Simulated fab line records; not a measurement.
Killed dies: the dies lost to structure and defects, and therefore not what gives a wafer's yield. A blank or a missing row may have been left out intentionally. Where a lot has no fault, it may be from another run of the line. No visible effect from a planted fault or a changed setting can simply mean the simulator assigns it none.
Problem report in the 8D (eight disciplines) form, filled by code    flow nandHarc    the parts of the form that need people (team, actions taken, sign-off) are left out

== 1. WHAT IS WRONG ==
Mean of oesProductAu at NHARC_A_CONTACT_ETCH_31: 0.868 a.u. across 2 wafers in 2 lots; on wafers with no fault it is 0.998 a.u. (standard deviation 0.011). Relative to the usual mean, that is a shift of -12 standard deviations.
The step: etches the open film in O2/COS, target depth 2800 nm, time 728 s.
Seen first at day 29 06:10 on rieDiel-11, wafer L722.2. Wafers with a number at this step in the record: 40, from 14 lots. Rule for "out" (also "out of limits"): further than 4 standard deviations from the usual mean. All remaining wafers that have a number are taken as sound.

== 2. WHAT THIS IS AND IS NOT ==
question                     is                 is not
which readings at this step  oesProductAu       drypumpMotorCurrentA, rfVppV, showerheadPlenumPTorr, throttleValvePct
which lots                   L722, L724         L706, L707, L708, L710, L711, L712, L713, L714, L715, L717, L726, L729
which wafers of those lots   L722.2, L724.2     L722.4, L724.3
read on which tools          rieDiel-11         rieDiel-04, rieDiel-06
when                         from day 29 06:10  up to then (31 sound wafers); but 7 sound wafers of L724, L726, L729 came after

== 3. SUSPECTS, AND WHAT RULES EACH OUT ==
Counting: if a tool at a process step up to the reading ran every lot that is out, it stays a suspect. Sound lots after the first of them don't rule it out here, since some wafers of a struck lot are sound.
- rieDiel-11 at NHARC_A_CONTACT_ETCH_31 (etches the open film in O2/COS, target depth 2800 nm, time 728 s): kept. It ran every lot that is out, first L722 (day 29 06:10); its last sound lot up to then is L717 (day 27 08:49). On those wafers its own readings are out: oesProductAu.
Left after counting: rieDiel-11 at NHARC_A_CONTACT_ETCH_31.

== 4. THE CAUSE (what the simulator had put in) ==
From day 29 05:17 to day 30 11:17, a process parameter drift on rieDiel-11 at NHARC_A_CONTACT_ETCH_31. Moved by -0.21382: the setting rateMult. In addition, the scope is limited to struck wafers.
The count eliminated every tool but this one.

== 5. SEQUENCE OF EFFECTS, ordered by route ==
Rows list readings where the struck wafers' mean (over those with a number) sits beyond 3 standard deviations from the usual. Scope: only readings with a usual standard deviation given in the record; hours: median across lots of the time from each lot's start at the first step in this table that gives one to its start at this step; sigmas: change in usual standard deviations.
hours  step                     reading       usual       on struck wafers  change  sigmas
0      NHARC_A_CONTACT_ETCH_31  oesProductAu  0.998 a.u.  0.868             -0.130  -12
Process steps it contains:
- NHARC_A_CONTACT_ETCH_31: etches the open film in O2/COS, target depth 2800 nm, time 728 s.
Later measuring or inspecting steps at which every struck wafer that the step has a row for has a number for every such reading, and none has moved that far: NHARC_END_SORT_01.

== 6. WHAT WOULD HAVE CAUGHT IT SOONER ==
In this record the first reading out of limits was taken at day 29 06:10, 1 hour after the fault began at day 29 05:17.
